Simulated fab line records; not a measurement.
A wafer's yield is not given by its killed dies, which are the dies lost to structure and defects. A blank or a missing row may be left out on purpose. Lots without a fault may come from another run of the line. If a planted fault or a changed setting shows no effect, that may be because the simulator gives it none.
A struck lot beside a sound one | flow n5_finfet | 15 out of 1938 route steps
Sound: the wafers L132.2, L132.3, L132.4. Wafers struck: L127.1, L127.3, L127.4. At the end, the cause is stated.
Order at every step that has rows: each side's tool, ch and its chambers, its first start. Under that, the readings that differ: sound wafers | struck wafers | difference of the means | sigmas: that difference in standard deviations of wafers without a fault.
alike: readings whose means differ by less than 2 such deviations, and words and numbers that are the same on both sides. not compared: withheld readings, readings that some wafer has no value for, bounds like >300 that may hide the same value, and numbers for which the record gives no deviation and whose values overlap.
Wherever a step has rows on one side only, a row that says differs or no value, or a row with sigmas, the two part there. Numbers that have no deviation but don't overlap get no sigmas and don't part them. A reading missing from all wafers of one side parts the sides only when that side holds two or more wafers.

N5_BEOL_M14_CMP_49: polishes, stops on SiO2, t overpolish 5.2 s, target thk 560 nm.
  sound on cmp-03 ch 1,2,3, day 14 23:12; struck on cmp-04 ch 0,1,3, day 13 22:17
  reading                      | sound             | struck            | difference | sigmas
  barrier_field_endpoint_s (s) | 10.91 10.97 11.06 | 11.66 11.41 11.34 | +0.49      | +2
  alike: edge_zone_pressure_frac, motor_current_A, overpolish_run_s, slurry_filter_dp_kPa, time_to_endpoint_s
N5_BEOL_M14_THK_MEAS_50: measures by xrf.
  sound: film_metro-02 at day 14 23:30; struck: film_metro-02 at day 13 22:34
  alike: M14_THK
then, 1 step without rows for these wafers: N5_BEOL_M14_PRE_CLEAN_52 (time 15 s).
N5_BEOL_M14_DEP_53: deposits SiCN from 3MS/NH3, target thk 50 nm, time 17.8 s.
  sound on pecvd-03 ch 0,1, day 14 23:34; struck on pecvd-04 ch 0,1,2, day 13 22:38
  alike: showerhead_plenum_p_Torr, throttle_valve_pct
N5_BEOL_M14_RS_MEAS_54: measures by four-point-probe.
  sound: film_metro-01 at day 14 23:37; struck: film_metro-02 at day 13 22:42
  alike: M14_RS
N5_BEOL_M14_INSPECT_55: inspects for defects (darkfield).
  sound: defect_inspect-01 at day 14 23:39; struck: defect_inspect-01 at day 13 22:43
  alike: raw_defect_count
N5_BEOL_M15_ILD_DEP_00: deposits SiO2 from TEOS/O2, target thk 1629.3 nm, time 346.1 s.
  sound on pecvd-04 ch 1,2, day 14 23:41; struck on pecvd-02 ch 0,2, day 13 22:46
  alike: heater_power_outer_w, heater_power_w, showerhead_plenum_p_Torr, throttle_valve_pct
N5_BEOL_M15_THK_MEAS_01:
  sound: film_metro-01 at day 14 23:56; struck: film_metro-02 at day 13 23:01
  alike: M15_ILD_THK
then, 4 steps without rows for these wafers: N5_BEOL_M15_COAT_58 (time 60 s, resist thk 89 nm); N5_BEOL_M15_COAT_04 (resist thk 800 nm); N5_BEOL_M15_EBR_06; N5_BEOL_M15_SOFTBAKE_05 (time 60 s).
N5_BEOL_M15_EXPOSE_07: exposes mask V14.
  sound on krf_scanner-01 ch 0, day 15 00:04; struck on krf_scanner-02 ch 0, day 13 23:08
  reading              | sound             | struck            | difference | sigmas
  exposure_dose_mJ_cm2 | 41.17 41.11 41.21 | 40.85 40.76 40.81 | -0.36      | -9
  alike: mask
then, 1 step without rows for these wafers: N5_BEOL_M15_PEB_08 (peb time 90 s).
N5_PASSIVATION_PROBE_49:
  rows exist in the record for the struck wafers here (prober-01, day 14 21:44), but not for the sound ones

## WHERE THEY PART
At N5_BEOL_M14_CMP_49 first; at N5_PASSIVATION_PROBE_49 last (within this record only).

WHY: what the simulator had put in
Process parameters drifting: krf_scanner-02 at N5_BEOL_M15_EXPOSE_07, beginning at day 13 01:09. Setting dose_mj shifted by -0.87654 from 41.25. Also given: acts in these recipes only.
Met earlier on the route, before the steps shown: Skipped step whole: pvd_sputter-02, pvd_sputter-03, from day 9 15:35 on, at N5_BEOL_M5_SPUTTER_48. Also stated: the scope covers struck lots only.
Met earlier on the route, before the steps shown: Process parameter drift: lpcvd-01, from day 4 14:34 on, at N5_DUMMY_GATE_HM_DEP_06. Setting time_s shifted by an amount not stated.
